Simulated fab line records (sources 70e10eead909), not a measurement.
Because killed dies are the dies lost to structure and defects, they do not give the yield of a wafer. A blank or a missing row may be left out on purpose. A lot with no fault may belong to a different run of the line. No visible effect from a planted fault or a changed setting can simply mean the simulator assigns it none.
Which of the tools did it?	flow nand harc	14 lots with 42 wafers sampled at 5 steps, on a route of 1159 steps

## WHAT EACH GAUGE READ, for each wafer
NHARC_THIN_TSV_CD_MEAS_37.
lot	measured	on	cd nm (nm)
L211	day 19 14:22	cd sem-02	5004 5000 5001
L212	day 19 18:16	cd sem-01	5003 5001 5002
L215	day 20 11:31	cd sem-03	4997 4996 5004
L216	day 20 12:14	cd sem-02	5008 4997 5001
L217	day 20 16:10	cd sem-02	5000 5003 5001
L218	day 21 16:08	cd sem-03	5005 5004 5004
L220	day 21 14:52	cd sem-02	5007 5002 4998
L219	day 22 04:23	cd sem-02	4997 5001 5008
L222	day 23 01:13	cd sem-01	5005 5008 5010
L223	day 23 06:17	cd sem-02	5002 5002 5001
L225	day 23 17:01	cd sem-02	4997 5008 5002
L227	day 23 22:50	cd sem-03	5004 5000 5004
L230	day 24 02:11	cd sem-03	5003 5001 5001
L233	day 24 11:03	cd sem-02	4999 4998 4998

NHARC_END_SORT_01.
lot	measured	on	killed at array	killed at other	killed at periphery	killed dies	killed open	killed short
L218	day 21 22:35	prober-02	31 32 28	2 2 1	0 0 3	33 34 32	4 3 3	1 0 1
L220	day 22 00:08	prober-01	18 19 25	1 0 0	2 3 1	21 22 26	2 1 1	1 2 2
L222	day 23 08:32	prober-01	15 16 17	1 0 1	2 4 6	18 20 24	1 5 3	1 2 3
L223	day 23 16:49	prober-02	40	0	3	43	1	1
L225	day 23 23:53	prober-02	42 327 25	0 0 2	3 3 4	45 330 31	8 2 3	1 4 2
L227	day 24 15:31	prober-02	37 36 40	0 0 1	6 4 2	43 40 43	5 2 6	3 2 2
L230	day 24 22:11	prober-01	336 15 28	1 1 0	1 3 5	338 19 33	4 3 1	4 1 1

## WHICH TOOL RAN EACH LOT (tool, then ch and the chambers of the sampled wafers, then the start)
lot	NHARC_A_BLC_ETCH_18	NHARC_THIN_TSV_CMP_01	NHARC_THIN_TSV_STRIP_45
L211	rie diel-08 ch 0,1,2, day 17 19:22	cmp-04 ch 0,1,2, day 19 04:52	plasma asher-01 ch 0,1, day 19 07:17
L212	rie diel-03 ch 0,2, day 18 03:33	cmp-04 ch 0,1,2, day 19 09:03	plasma asher-02 ch 0,1, day 19 11:16
L215	rie diel-08 ch 0,1,3, day 18 19:09	cmp-03 ch 0,2,3, day 20 02:23	plasma asher-02 ch 0,1, day 20 04:52
L216	rie diel-03 ch 1,2,3, day 19 02:36	cmp-02 ch 1,2, day 20 03:35	plasma asher-02 ch 0,1, day 20 06:01
L217	rie diel-03 ch 1,3, day 19 05:32	cmp-02 ch 0,2,3, day 20 07:25	plasma asher-02 ch 0,1, day 20 09:51
L218	rie diel-08 ch 0,1, day 19 18:50	cmp-02 ch 0,2,3, day 21 07:17	plasma asher-01 ch 0,1, day 21 09:38
L220	rie diel-03 ch 0,2,3, day 19 19:03	cmp-04 ch 1,2,3, day 21 06:07	plasma asher-02 ch 0,1, day 21 08:39
L219	rie diel-08 ch 0,2, day 20 16:50	cmp-03 ch 0,2,3, day 21 19:42	plasma asher-01 ch 0, day 21 21:58
L222	rie diel-08 ch 0,2, day 21 00:36	cmp-04 ch 1,2, day 22 16:16	plasma asher-01 ch 0,1, day 22 18:53
L223	rie diel-03 ch 0,1,3, day 21 01:10	cmp-03 ch 1,2,3, day 22 17:31	plasma asher-02 ch 0,1, day 22 20:00
L225	rie diel-08 ch 0,1, day 21 16:37	cmp-03 ch 0,3, day 23 06:28	plasma asher-01 ch 1, day 23 08:48
L227	rie diel-03 ch 0,1,3, day 21 20:51	cmp-03 ch 1,2,3, day 23 10:47	plasma asher-01 ch 0, day 23 14:21
L230	rie diel-08 ch 0,1,2, day 22 10:08	cmp-03 ch 1,2,3, day 23 16:32	plasma asher-02 ch 0,1, day 23 19:53
L233	rie diel-03 ch 1,2,3, day 22 21:47	cmp-03 ch 1,2,3, day 24 02:19	plasma asher-02 ch 0,1, day 24 04:41
- NHARC_A_BLC_ETCH_18: etches the open film in C4F8/O2/Ar, target depth 910 nm.
- NHARC_THIN_TSV_CMP_01: polishes.
- NHARC_THIN_TSV_STRIP_45: strips in O2.

## WHAT THE TOOLS THEMSELVES READ (means of the sampled wafers that have a number; where no wafer has one, the mark that the record gives instead)
NHARC_A_BLC_ETCH_18.
lot	tool	oes product au (a.u.)	rf vpp V (V)
L211	rie diel-08	0.928	977
L212	rie diel-03	0.966	974
L215	rie diel-08	0.979	977
L216	rie diel-03	0.977	974
L217	rie diel-03	0.980	973
L218	rie diel-08	0.930	979
L220	rie diel-03	0.920	975
L219	rie diel-08	0.932	974
L222	rie diel-08	0.963	975
L223	rie diel-03	0.963	974
L225	rie diel-08	0.935	979
L227	rie diel-03	0.926	974
L230	rie diel-08	0.960	977
L233	rie diel-03	0.932	973

NHARC_THIN_TSV_CMP_01.
lot	tool	motor current A (A)	retaining ring pressure frac
L211	cmp-04	13.1	0.999
L212	cmp-04	12.9	0.999
L215	cmp-03	11.0	0.998
L216	cmp-02	12.4	1.000
L217	cmp-02	11.5	1.003
L218	cmp-02	12.0	0.999
L220	cmp-04	13.3	0.999
L219	cmp-03	11.3	1.001
L222	cmp-04	12.9	1.001
L223	cmp-03	12.1	1.003
L225	cmp-03	11.6	1.009
L227	cmp-03	12.2	0.999
L230	cmp-03	11.6	1.003
L233	cmp-03	11.5	1.000

NHARC_THIN_TSV_STRIP_45.
lot	tool	drypump motor current A (A)	heater power w (W)
L211	plasma asher-01	5.8	325
L212	plasma asher-02	5.4	312
L215	plasma asher-02	5.6	300
L216	plasma asher-02	5.4	309
L217	plasma asher-02	5.5	301
L218	plasma asher-01	5.6	328
L220	plasma asher-02	5.5	303
L219	plasma asher-01	5.4	345
L222	plasma asher-01	5.6	329
L223	plasma asher-02	5.4	309
L225	plasma asher-01	6.1	302
L227	plasma asher-01	5.4	338
L230	plasma asher-02	5.4	304
L233	plasma asher-02	5.4	303

## THE ANSWER, worked out from the rows above alone
Rule: the lots themselves supply what counts as usual. Put in order of their means at a reading, lots are off if they are a third of the lots or fewer, leave a main group of 4 or more, and stand apart from it by a gap of 3 or more times the standard deviation of the main group's means; of several such gaps the widest counts. Not used: any main group whose means are identical at the precision the tables above print for the reading. A lot without any number at a reading at which 4 lots or more have one is off too. All remaining lots with rows at the step are treated as sound. Order of review: gauges by route order, followed by the tools' own readings, for which a lot's mean as printed above is used. The first step at which some lot is off is used, and at that step the reading that is off furthest; a lot without a number counts as furthest.
Off, at NHARC_END_SORT_01 on killed dies: L225, L230. For the main group the mean is 32 and the standard deviation 9.3. Neither off nor sound, because the step has no rows for them: L211, L212, L215, L216, L217, L219, L233.
A tool fits if, at a process step before that reading, it ran every lot that is off, and no sound lot after the first of them. Gauges at NHARC_END_SORT_01: tried the same way as those tools. One fits: rie diel-08 at NHARC_A_BLC_ETCH_18. Its last sound lot is L222 (day 21 00:36), its first lot that is off L225 (day 21 16:37): a fault that began between those two fits.

## WHAT THE SIMULATOR HAD INSERTED
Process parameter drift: rie diel-08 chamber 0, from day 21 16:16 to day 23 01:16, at NHARC_A_BLC_ETCH_18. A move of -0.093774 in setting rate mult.
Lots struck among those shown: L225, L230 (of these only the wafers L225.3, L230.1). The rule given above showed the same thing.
